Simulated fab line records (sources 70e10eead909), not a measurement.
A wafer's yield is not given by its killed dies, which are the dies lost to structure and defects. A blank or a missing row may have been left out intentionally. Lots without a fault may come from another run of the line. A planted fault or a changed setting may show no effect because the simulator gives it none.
What tool caused it? + flow nand_harc + 13 lots with 39 wafers sampled at 5 steps, on a route of 1302 steps

== WHAT THE GAUGES READ, wafer by wafer ==
NHARC_P_ZERO_WELL_CD_MEAS_11: the cd target is 500 nm. Usual: 499.6 nm for cd_nm, sd 2.3.
| lot  | measured     | on        | cd_nm (nm)        | flag |
|------|--------------|-----------|-------------------|------|
| L880 | day 2 17:07  | cd_sem-03 | 499.7 497.2 496.3 |      |
| L881 | day 3 03:07  | cd_sem-03 | 499.8 497.1 500.9 |      |
| L882 | day 3 13:14  | cd_sem-03 | 503.3 503.6 498.7 |      |
| L884 | day 4 09:15  | cd_sem-02 | 502.3 502.9 498.9 |      |
| L885 | day 4 19:14  | cd_sem-03 | 500.0 501.4 502.9 |      |
| L889 | day 6 11:14  | cd_sem-03 | 501.3 502.3 499.3 |      |
| L890 | day 6 21:15  | cd_sem-03 | 494.7 500.5 501.3 |      |
| L893 | day 8 03:14  | cd_sem-01 | 500.1 501.9 500.9 |      |
| L894 | day 8 13:16  | cd_sem-02 | 500.1 496.8 500.3 |      |
| L897 | day 9 19:07  | cd_sem-02 | 500.7 499.3 501.5 |      |
| L898 | day 10 05:08 | cd_sem-03 | 500.0 502.5 498.7 |      |
| L899 | day 10 15:07 | cd_sem-03 | 502.7 499.3 501.1 |      |
| L900 | day 11 01:21 | cd_sem-01 | 500.4 499.7 501.9 |      |

NHARC_P_GATE_CD_MEAS_11: the cd target is 1640 nm. Usual: 1640.0 nm for cd_nm, sd 2.6.
| lot  | measured     | on        | cd_nm (nm)           | flag |
|------|--------------|-----------|----------------------|------|
| L880 | day 5 06:44  | cd_sem-02 | 1641.6 1640.2 1642.8 |      |
| L881 | day 5 14:49  | cd_sem-02 | 1639.7 1639.5 1640.2 |      |
| L882 | day 6 10:08  | cd_sem-03 | 1637.8 1640.0 1634.2 |      |
| L884 | day 7 05:48  | cd_sem-02 | 1644.6 1642.2 1641.8 |      |
| L885 | day 7 16:37  | cd_sem-01 | 1642.4 1641.7 1635.5 |      |
| L889 | day 9 03:17  | cd_sem-02 | 1637.9 1634.7 1635.9 |      |
| L890 | day 9 03:07  | cd_sem-01 | 1637.4 1641.9 1639.7 |      |
| L893 | day 10 14:07 | cd_sem-01 | 1639.9 1637.1 1640.9 |      |
| L894 | day 11 03:35 | cd_sem-02 | 1641.7 1643.8 1641.8 |      |
| L897 | day 12 04:53 | cd_sem-01 | 1640.5 1639.5 1639.1 |      |
| L898 | day 12 18:14 | cd_sem-03 | 1638.4 1642.2 1642.7 |      |
| L899 | day 13 11:26 | cd_sem-02 | 1634.1 1640.6 1638.9 |      |
| L900 | day 14 00:00 | cd_sem-03 | 1638.7 1644.5 1641.4 |      |

NHARC_END_SORT_01. Usual: killed_at_array 46, standard deviation 15; killed_at_other 1.0, standard deviation 1.3; killed_at_periphery 4, standard deviation 3; killed_dies 51, standard deviation 15; killed_open 3.2, standard deviation 1.8; killed_short 2.5, standard deviation 1.5.
| lot  | measured     | on        | killed_at_array | killed_at_other | killed_at_periphery | killed_dies | killed_open | killed_short | flag |
|------|--------------|-----------|-----------------|-----------------|---------------------|-------------|-------------|--------------|------|
| L885 | day 28 06:41 | prober-02 | 39 30 49        | 3 3 2           | 5 3 0               | 47 36 51    | 5 3 5       | 3 0 1        |      |
| L889 | day 28 16:05 | prober-02 | 33 36 19        | 0 0 0           | 2 7 5               | 35 43 24    | 6 2 3       | 5 3 2        |      |
| L890 | day 29 00:34 | prober-01 | 41 47 42        | 0 1 0           | 5 3 4               | 46 51 46    | 2 0 5       | 3 2 4        |      |
| L893 | day 30 03:43 | prober-01 | 33 31 29        | 3 4 3           | 15 6 9              | 51 41 41    | 5 3 3       | 4 2 2        |      |
| L897 | day 32 04:20 | prober-02 | 66 43 44        | 0 0 0           | 3 0 1               | 69 43 45    | 7 3 1       | 2 0 1        |      |

== EACH LOT AND THE TOOL THAT RAN IT (in order: tool; ch and the chambers of the sampled wafers; start) ==
| lot  | NHARC_P_ZERO_WELL_DESCUM_39        | NHARC_P_STI_CMP_21            |
|------|------------------------------------|-------------------------------|
| L880 | rie_diel-04 ch 1,2,3, day 2 20:14  | cmp-03 ch 0,1,2, day 4 12:14  |
| L881 | rie_diel-04 ch 0,2, day 3 06:08    | cmp-01 ch 0,3, day 4 22:22    |
| L882 | rie_diel-04 ch 0,3, day 3 16:49    | cmp-02 ch 0,1,3, day 5 12:59  |
| L884 | rie_diel-02 ch 0,3, day 4 12:24    | cmp-03 ch 1,2, day 6 10:26    |
| L885 | rie_diel-13 ch 0,1, day 4 22:15    | cmp-03 ch 1,2,3, day 6 17:55  |
| L889 | rie_diel-04 ch 1,2,3, day 6 14:24  | cmp-03 ch 1,2,3, day 8 06:27  |
| L890 | rie_diel-04 ch 1,2, day 7 00:25    | cmp-02 ch 0,3, day 8 13:23    |
| L893 | rie_diel-13 ch 1,2,3, day 8 07:19  | cmp-03 ch 0,3, day 9 19:17    |
| L894 | rie_diel-13 ch 0,1, day 8 16:38    | cmp-02 ch 1,2, day 10 09:17   |
| L897 | rie_diel-04 ch 2,3, day 9 22:17    | cmp-01 ch 0,3, day 11 14:08   |
| L898 | rie_diel-13 ch 0,1,3, day 10 09:05 | cmp-01 ch 0,1,2, day 12 01:13 |
| L899 | rie_diel-04 ch 0,3, day 10 19:05   | cmp-01 ch 1,2, day 12 16:54   |
| L900 | rie_diel-02 ch 0,2,3, day 11 05:11 | cmp-01 ch 2,3, day 13 00:57   |
- NHARC_P_ZERO_WELL_DESCUM_39: chemistry O2, time 3 s.
- NHARC_P_STI_CMP_21: polishes, t overpolish 20 s, target thk 380.67 nm.

== AS READ BY THE TOOLS THEMSELVES (means over the sampled wafers that have a number; for cases with no such wafer, the mark the record gives instead) ==
NHARC_P_ZERO_WELL_DESCUM_39. Usual: drypump_motor_current_A 5.6 A, standard deviation 0.43; oes_product_au 1.004 a.u., standard deviation 0.012; rf_vpp_V 57.8 V, standard deviation 0.92; showerhead_plenum_p_Torr 1.91 Torr, standard deviation 0.096; throttle_valve_pct 11.311 %, standard deviation 0.009.
| lot  | tool        | drypump_motor_current_A (A) | oes_product_au (a.u.) | rf_vpp_V (V) | showerhead_plenum_p_Torr (Torr) | throttle_valve_pct (%) | flag |
|------|-------------|-----------------------------|-----------------------|--------------|---------------------------------|------------------------|------|
| L880 | rie_diel-04 | 5.4                         | 1.009                 | 57.4         | 1.85                            | 11.310                 |      |
| L881 | rie_diel-04 | 5.1                         | 0.995                 | 58.3         | 2.01                            | 11.316                 |      |
| L882 | rie_diel-04 | 5.5                         | 0.999                 | 58.2         | 1.85                            | 11.309                 |      |
| L884 | rie_diel-02 | 5.9                         | 0.998                 | 57.5         | 1.99                            | 11.314                 |      |
| L885 | rie_diel-13 | 5.9                         | 1.006                 | 57.7         | 1.85                            | 11.307                 |      |
| L889 | rie_diel-04 | 5.5                         | 1.003                 | 57.0         | 1.84                            | 11.318                 |      |
| L890 | rie_diel-04 | 5.2                         | 1.015                 | 57.4         | 1.91                            | 11.308                 |      |
| L893 | rie_diel-13 | 5.8                         | 0.999                 | 57.3         | 1.89                            | 11.307                 |      |
| L894 | rie_diel-13 | 5.7                         | 1.016                 | 57.8         | 1.92                            | 11.308                 |      |
| L897 | rie_diel-04 | 5.1                         | 1.000                 | 58.6         | 2.00                            | 11.310                 |      |
| L898 | rie_diel-13 | 5.6                         | 1.013                 | 57.4         | 1.91                            | 11.320                 |      |
| L899 | rie_diel-04 | 5.5                         | 0.986                 | 58.7         | 2.05                            | 11.313                 |      |
| L900 | rie_diel-02 | 5.6                         | 0.998                 | 58.0         | 1.94                            | 11.305                 |      |

NHARC_P_STI_CMP_21. Usual: motor_current_A 11.9 A, standard deviation 1.2; overpolish_run_s 19.999 s, standard deviation 0.0092.
| lot  | tool   | motor_current_A (A) | overpolish_run_s (s) | flag |
|------|--------|---------------------|----------------------|------|
| L880 | cmp-03 | 10.9                | 19.997               |      |
| L881 | cmp-01 | 12.2                | 19.998               |      |
| L882 | cmp-02 | 11.7                | 19.995               |      |
| L884 | cmp-03 | 10.8                | 19.999               |      |
| L885 | cmp-03 | 10.8                | 19.999               |      |
| L889 | cmp-03 | 11.1                | 113.097              | OFF  |
| L890 | cmp-02 | 11.9                | 20.003               |      |
| L893 | cmp-03 | 11.5                | 113.097              | OFF  |
| L894 | cmp-02 | 11.2                | 20.001               |      |
| L897 | cmp-01 | 12.0                | 19.997               |      |
| L898 | cmp-01 | 13.0                | 20.003               |      |
| L899 | cmp-01 | 12.7                | 20.000               |      |
| L900 | cmp-01 | 12.0                | 19.991               |      |

== THE ANSWER, worked out from the rows above alone ==
Rule: a lot is off if the mean of its wafers that have a number lies more than 3 standard deviations from the usual mean. Also off: a lot with no number at a reading for which 4 or more lots have one. Any other lot the step has rows for is counted as sound. The gauges are gone through in route order, then the tools' own readings, and for those a lot's mean is taken as printed above. At the first step where some lot is off, the reading lying furthest off is the one used; lots without a number count as furthest.
Off at NHARC_P_STI_CMP_21 (overpolish_run_s): L889, L893.
If a tool, at that step or one of the process steps before it, ran each lot that is off and ran no sound lot following the first of them, it fits. One fits: cmp-03 at NHARC_P_STI_CMP_21. Its last sound lot is L885 (day 6 17:55), its first lot that is off L889 (day 8 06:27): a fault that began between those two fits.
On the lots that are off, the tool's own readings at NHARC_P_STI_CMP_21 differ by more than 5 times the standard deviation of the sound lots' means, which bears it out; overpolish_run_s reads 113.097 s there versus 19.998 s on the sound lots.

== WHAT THE SIMULATOR PUT IN ==
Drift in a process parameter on cmp-03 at NHARC_P_STI_CMP_21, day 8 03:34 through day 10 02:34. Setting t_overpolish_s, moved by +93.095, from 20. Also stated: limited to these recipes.
Lots struck among those shown: L889, L893. The rule given above showed the same thing.
